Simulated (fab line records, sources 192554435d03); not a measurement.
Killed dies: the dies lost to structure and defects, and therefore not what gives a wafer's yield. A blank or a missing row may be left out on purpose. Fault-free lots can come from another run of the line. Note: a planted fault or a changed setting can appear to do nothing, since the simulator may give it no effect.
Comparing a struck lot with a sound one / flow n5 finfet / 15 out of 1938 route steps
Sound: these wafers, L511.1, L511.2, L511.5. Struck: wafer L507.4; the same lot's L507.6 was not struck, so it is left out; see the end for the cause.
Order at every step that has rows: each side's tool, ch and its chambers, its first start. Under that, the readings that differ: sound wafers / struck wafers / difference of the means / sigmas: that difference in standard deviations of wafers without a fault.
alike: same words and numbers on both sides, and readings whose means sit less than 2 such deviations apart. not compared: any withheld reading, any reading some wafer has no value for, any bound like >300 that may hide the same value, and any number with overlapping values for which the record gives no deviation.
Wherever a step has rows on one side only, a row that says differs or no value, or a row with sigmas, the two part there. Numbers that have no deviation but don't overlap get no sigmas and don't part them. A reading missing from all wafers of one side parts the sides only when that side holds two or more wafers.

first, 4 steps without rows for these wafers: N5_BEOL_M2_ANNEAL_87 (time 240 s); N5_BEOL_M2_SPUTTER_88 (material Cu, target thk 4.5 nm, time 8.29 s); N5_BEOL_M2_ANNEAL_89 (time 240 s); N5_BEOL_M2_SPUTTER_90 (material Cu, target thk 4.5 nm, time 8.29 s).
N5_BEOL_M2_ANNEAL_91: time 240 s.
  sound: pvd sputter-03 at day 11 23:14; struck: pvd sputter-03 at day 10 21:58
  alike: heater power w
then, 1 step without rows for these wafers: N5_BEOL_M2_SPUTTER_92 (material Cu, target thk 4.5 nm, time 8.29 s).
N5_BEOL_M2_ANNEAL_93: time 240 s.
  sound: pvd sputter-03 at day 11 23:27; struck: pvd sputter-03 at day 10 22:11
  alike: heater power w
N5_BEOL_M2_SPUTTER_94: material Cu, target thk 4.5 nm, time 8.29 s.
  sound: pvd sputter-03 at day 11 23:35; struck: pvd sputter-03 at day 10 22:20
  alike: chuck gas flow sccm, throttle valve pct
N5_BEOL_M2_ANNEAL_95: time 240 s.
  sound: pvd sputter-03 at day 11 23:40; struck: pvd sputter-03 at day 10 22:25
  alike: heater power w
then, 2 steps without rows for these wafers: N5_BEOL_M2_SPUTTER_96 (material Cu, target thk 4.5 nm, time 8.29 s); N5_BEOL_M2_ECD_50 (material Cu, target thk 300 nm).
N5_BEOL_M2_ANNEAL_51: time 90 s.
  sound on rtp anneal-01 ch 0, day 12 00:01; struck on rtp anneal-02 ch 0, day 10 22:53
  alike: wafer_temp_C_max
N5_BEOL_M2_CMP_52: polishes, stops on SiOC, t overpolish 6.8 s, target thk 40 nm.
  sound on cmp-04 ch 0,1,3, day 12 00:23; struck on cmp-01 ch 3, day 10 23:07
reading=barrier field endpoint s (s); sound=25.6 25.4 25.5; struck=13.9; difference=-11.6; sigmas=-16
reading=time to endpoint s (s); sound=62 69 67; struck=32; difference=-34; sigmas=-8
  alike: motor current A, overpolish run s, slurry filter dp kPa
  not compared: model.SiOC_of_BEOL_M2_ILD_DEP_00.thk nm
N5_BEOL_M4_RC_MEAS_101:
  sound on prober-02 ch 0, day 12 23:50; struck on prober-01 ch 0, day 11 18:32
  alike: DIBL_N, DIBL_P, IOFF_N, IOFF_P, ION_N, ION_P, SS_N, SS_P, VT_N, VT_P
N5_PASSIVATION_PROBE_49:
  the record has rows for the sound wafers here (prober-02, day 17 19:01) and none for the struck ones

WHERE THEY PART
First at N5_BEOL_M2_CMP_52; last, within this record, at N5_PASSIVATION_PROBE_49.

WHY: whatever the simulator had introduced
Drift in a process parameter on cmp-01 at N5_BEOL_M2_CMP_52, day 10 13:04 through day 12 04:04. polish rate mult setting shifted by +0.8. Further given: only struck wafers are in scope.
